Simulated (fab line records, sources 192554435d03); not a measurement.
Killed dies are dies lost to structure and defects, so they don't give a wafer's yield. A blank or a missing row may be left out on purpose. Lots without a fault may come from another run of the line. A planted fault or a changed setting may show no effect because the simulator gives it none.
Chamber matching | flow n5_finfet | N5_BEOL_M6_ALD_77 on ald_metal-03: 4 sister chambers
The step deposits TaN, target thk 2 nm, pulse time 2 s, purge time 3 s. 4 wafers are shown with their chamber, then 8 later ones without.

WAFERS WITH THEIR CHAMBER
wafer  | chamber | heater_power_w (W)
L090.2 | 2       | 401
L092.2 | 0       | 348
L092.3 | 3       | 438
L091.1 | 1       | 469

WAFERS WITHOUT THEIR CHAMBER
wafer  | heater_power_w (W)
L091.4 | 447
L091.6 | 341
L096.1 | 405
L096.2 | 461
L096.5 | 484
L097.1 | 408
L097.4 | 470
L097.6 | 453

WHICH CHAMBER EACH WENT THROUGH
wafer  | from the rows above     | in truth
L091.4 | can't be placed: 3 or 1 | 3
L091.6 | 0                       | 0
L096.1 | 2                       | 2
L096.2 | can't be placed: 1 or 3 | 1
L096.5 | 1                       | 1
L097.1 | 2                       | 2
L097.4 | 1                       | 1
L097.6 | can't be placed: 3 or 1 | 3
Placed correctly: 5 of 8. Can't be placed from these rows: 3 (the true chamber is among the candidates in 3). Placed wrongly: 0.
How it was worked out, from the rows above alone: a wafer's distance from a chamber is the root of the sum, over the readings, of the square of ((its reading less the chamber's mean) divided by the reading's scatter). The wafer belongs to the nearest chamber; if the next one is less than 2 further off, it can't be placed. A chamber's mean is the mean of its shown wafers. The scatter: with one shown wafer a chamber, the root of the mean of the squares of how far each hidden wafer lies from its nearest shown one.
